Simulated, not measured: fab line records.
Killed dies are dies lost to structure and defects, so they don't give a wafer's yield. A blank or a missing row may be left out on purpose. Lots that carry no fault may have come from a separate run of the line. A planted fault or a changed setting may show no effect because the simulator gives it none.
Struck lot and sound lot, side by side + flow nand harc + 42 steps out of a route of 1159
Sound: the wafers L489.2, L489.4, L489.5. Struck: wafers L480.1, L480.4, L480.5. At the end, the cause is stated.
For every step that has rows: the tool of each side, followed by ch and its chambers, followed by its first start. Under that, the readings that differ: sound wafers + struck wafers + difference of the means + sigmas: that difference in standard deviations of wafers without a fault.
alike: readings with means less than 2 such deviations apart, plus words and numbers identical on both sides. not compared: withheld readings, readings lacking a value on some wafer, bounds such as >300 that could conceal the same value, and numbers that have no deviation in the record and whose values overlap.
A row with sigmas, a row that says differs or no value, or rows on one side alone: a step with any of these is where the two part. Non-overlapping numbers with no deviation appear without sigmas and do not part them. A reading missing from all wafers of one side parts the sides only when that side holds two or more wafers.

first, 4 steps without rows for these wafers: NHARC_A_CHANNEL_HOLE_D1_STRIP_41 (strips in N2/H2); NHARC_A_CHANNEL_HOLE_D1_STRIP_42 (strips in CF4/CHF3); NHARC_A_CHANNEL_HOLE_D1_STRIP_43 (strips in O2/COS); NHARC_A_CHANNEL_HOLE_D1_ETCH_44 (etches the open film in CF4/O2, target depth 140 nm, overetch 14 nm, time 77 s).
NHARC_A_CHANNEL_HOLE_D1_STRIP_27: strips in O2.
  sound on rie diel-08 ch 0,2,3; struck on rie diel-08 ch 1,3
  alike: chamber pressure mTorr, drypump motor current A, oes product au, rf vpp V, showerhead plenum p Torr, throttle valve pct
  not compared: rf hours counter h
then, 2 steps without rows for these wafers: NHARC_A_CHANNEL_HOLE_D1_PRECLEAN_28 (cleans in SC1); NHARC_A_CHANNEL_HOLE_D1_SRD_29.
NHARC_A_CHANNEL_HOLE_D1_CD_MEAS_30:
  sound on cd sem-03, day 12 10:42; struck on cd sem-02, day 10 14:56
  alike: cd nm
next, for these wafers, 1 step has no rows: NHARC_A_CHANNEL_HOLE_D1_XSEM_31.
NHARC_A_CHANNEL_HOLE_D1_INSPECT_40:
  sound on defect inspect-01, day 12 10:53; struck on defect inspect-01, day 10 15:08
  alike: raw defect count
then, 2 steps without rows for these wafers: NHARC_A_CHANNEL_FILL_D1_PRECLEAN_00 (cleans in SC1); NHARC_A_CHANNEL_FILL_D1_SRD_01.
NHARC_A_CHANNEL_FILL_D1_ALD_02: deposits SiO2, target thk 6 nm, pulse time 10 s, ald cycles 60.
  sound on ald hk-01 ch 0,1,3, day 12 13:47; struck on ald hk-04 ch 0,1, day 10 15:29
| reading    | sound    | struck   | difference | sigmas |
|------------|----------|----------|------------|--------|
| ald cycles | 60 60 60 | 31 31 31 | -29        |        |
  alike: heater power w, precursor pulse height rel
then, 1 step without rows for these wafers: NHARC_A_CHANNEL_FILL_D1_ALD_03 (deposits SiNx, target thk 6 nm, pulse time 60 s, ald cycles 58).
NHARC_A_CHANNEL_FILL_D1_ALD_14: deposits SiO2, target thk 2.5 nm, pulse time 10 s, ald cycles 25.
  sound on ald hk-03 ch 1,2,3, day 12 20:50; struck on ald hk-01 ch 1,2, day 10 22:43
  alike: ald cycles, heater power w, precursor pulse height rel
then, 11 steps without rows for these wafers: NHARC_A_CHANNEL_FILL_D1_ALD_15 (deposits SiNx, target thk 2 nm, pulse time 60 s, ald cycles 19); NHARC_A_CHANNEL_FILL_D1_ALD_16 (deposits SiO2, target thk 1.5 nm, pulse time 10 s, ald cycles 15); NHARC_A_CHANNEL_FILL_D1_ANNEAL_17 (time 1800 s); NHARC_A_CHANNEL_FILL_D1_CVD_18 (deposits poly-Si, target thk 3 nm); NHARC_A_CHANNEL_FILL_D1_ETCHBACK_19 (etches the open film in HBr/Cl2, target depth 5 nm, time 1.7 s); NHARC_A_CHANNEL_FILL_D1_ETCHBACK_20 (etches the open film in C4F8/O2/Ar, target depth 27 nm, time 13.5 s); NHARC_A_CHANNEL_FILL_D1_STRIP_28 (strips in O2, time 20 s); NHARC_A_CHANNEL_FILL_D1_PRECLEAN_21 (cleans in dHF, time 30 s); NHARC_A_CHANNEL_FILL_D1_SRD_23; NHARC_A_CHANNEL_FILL_D1_CVD_05 (deposits poly-Si, target thk 5 nm); NHARC_A_CHANNEL_FILL_D1_ANNEAL_22 (time 7200 s).
NHARC_A_CHANNEL_FILL_D1_THK_MEAS_06: measures by ellipsometry.
  sound on film metro-02, day 14 01:50; struck on film metro-01, day 12 03:56
  alike: thk nm
NHARC_A_CHANNEL_FILL_D1_ALD_25: deposits SiOx, target thk 60 nm, pulse time 10 s, ald cycles 600.
  sound on ald hk-04 ch 0,2,3, day 14 04:46; struck on ald hk-01 ch 0,1,2, day 12 08:56
  alike: ald cycles, heater power w, precursor pulse height rel
NHARC_A_CHANNEL_FILL_D1_ETCHBACK_08: etches the open film in C4F8, target depth 220 nm, time 110 s.
  sound on rie diel-06 ch 0,1,2; struck on rie diel-06 ch 1,2,3
  alike: chamber pressure mTorr, oes product au, rf vpp V
  not compared: rf hours counter h
then, 4 steps without rows for these wafers: NHARC_A_CHANNEL_FILL_D1_STRIP_29 (strips in O2, time 20 s); NHARC_A_CHANNEL_FILL_D1_PRECLEAN_30 (cleans in dHF, time 30 s); NHARC_A_CHANNEL_FILL_D1_SRD_31; NHARC_A_CHANNEL_FILL_D1_CVD_09 (deposits poly-Si, target thk 150 nm, time 3000 s).
NHARC_A_CHANNEL_FILL_D1_CMP_10: polishes, target thk 150 nm.
  sound on cmp-03 ch 0,1,3, day 14 13:22; struck on cmp-04 ch 0,2,3, day 12 21:25
  alike: motor current A, time to endpoint s
  not compared: pad life wafers
then, 2 steps without rows for these wafers: NHARC_A_CHANNEL_FILL_D1_SRD_12; NHARC_A_CHANNEL_FILL_D1_RTA_24 (time 5 s).
NHARC_A_CHANNEL_FILL_D1_INSPECT_13:
  sound on defect inspect-02, day 14 14:10; struck on defect inspect-01, day 12 21:59
  alike: raw defect count
then, 3 steps without rows for these wafers: NHARC_A_STAIRCASE_DEP_156 (deposits SiNx, target thk 50 nm); NHARC_A_STAIRCASE_DEHYDRATE_158 (time 120 s); NHARC_A_STAIRCASE_HMDS_159 (time 30 s).
-- the record jumps here: 8 days lie between the struck wafers' starts before and after (it left off in module A_STAIRCASE and takes up again in module END, whose first step shown is number 1158 of the route) --
NHARC_END_WLT_00:
  sound on prober-02, day 23 17:19; struck on prober-02, day 21 09:30
| reading                           | sound             | struck            | difference | sigmas |
|-----------------------------------|-------------------|-------------------|------------|--------|
| VT_DECK1_BOTTOM                   | 0.864 0.866 0.875 | 0.811 0.832 0.823 | -0.046     | -6     |
| VT_DECK1_BOTTOM_INNER             | 0.863 0.864 0.873 | 0.815 0.826 0.824 | -0.045     | -6     |
| VT_DECK1_MEDIAN_NEAR_BOTTOM       | 0.864 0.860 0.873 | 0.816 0.819 0.826 | -0.045     | -6     |
| VT_DECK1_MEDIAN_NEAR_BOTTOM_INNER | 0.860 0.859 0.874 | 0.812 0.823 0.822 | -0.045     | -6     |
| VT_DECK1_MIDDLE                   | 0.877 0.864 0.887 | 0.829 0.828 0.837 | -0.045     | -7     |
| VT_DECK1_MIDDLE_INNER             | 0.874 0.880 0.882 | 0.821 0.829 0.830 | -0.052     | -8     |
| VT_DECK1_TOP                      | 0.887 0.880 0.886 | 0.835 0.841 0.831 | -0.049     | -7     |
| VT_DECK1_TOP_INNER                | 0.877 0.877 0.886 | 0.834 0.837 0.834 | -0.045     | -6     |
NHARC_END_SORT_01:
  sound on prober-02 ch 0, day 23 20:37; struck on prober-02 ch 0, day 21 12:32
  alike: killed at array, killed at other, killed at periphery, killed dies, killed open, killed short

## WHERE THEY PART
Within this record, at NHARC_END_WLT_00 only. Later steps at which nothing parts them and some readings are alike: NHARC_END_SORT_01.

WHY: what had been put in by the simulator
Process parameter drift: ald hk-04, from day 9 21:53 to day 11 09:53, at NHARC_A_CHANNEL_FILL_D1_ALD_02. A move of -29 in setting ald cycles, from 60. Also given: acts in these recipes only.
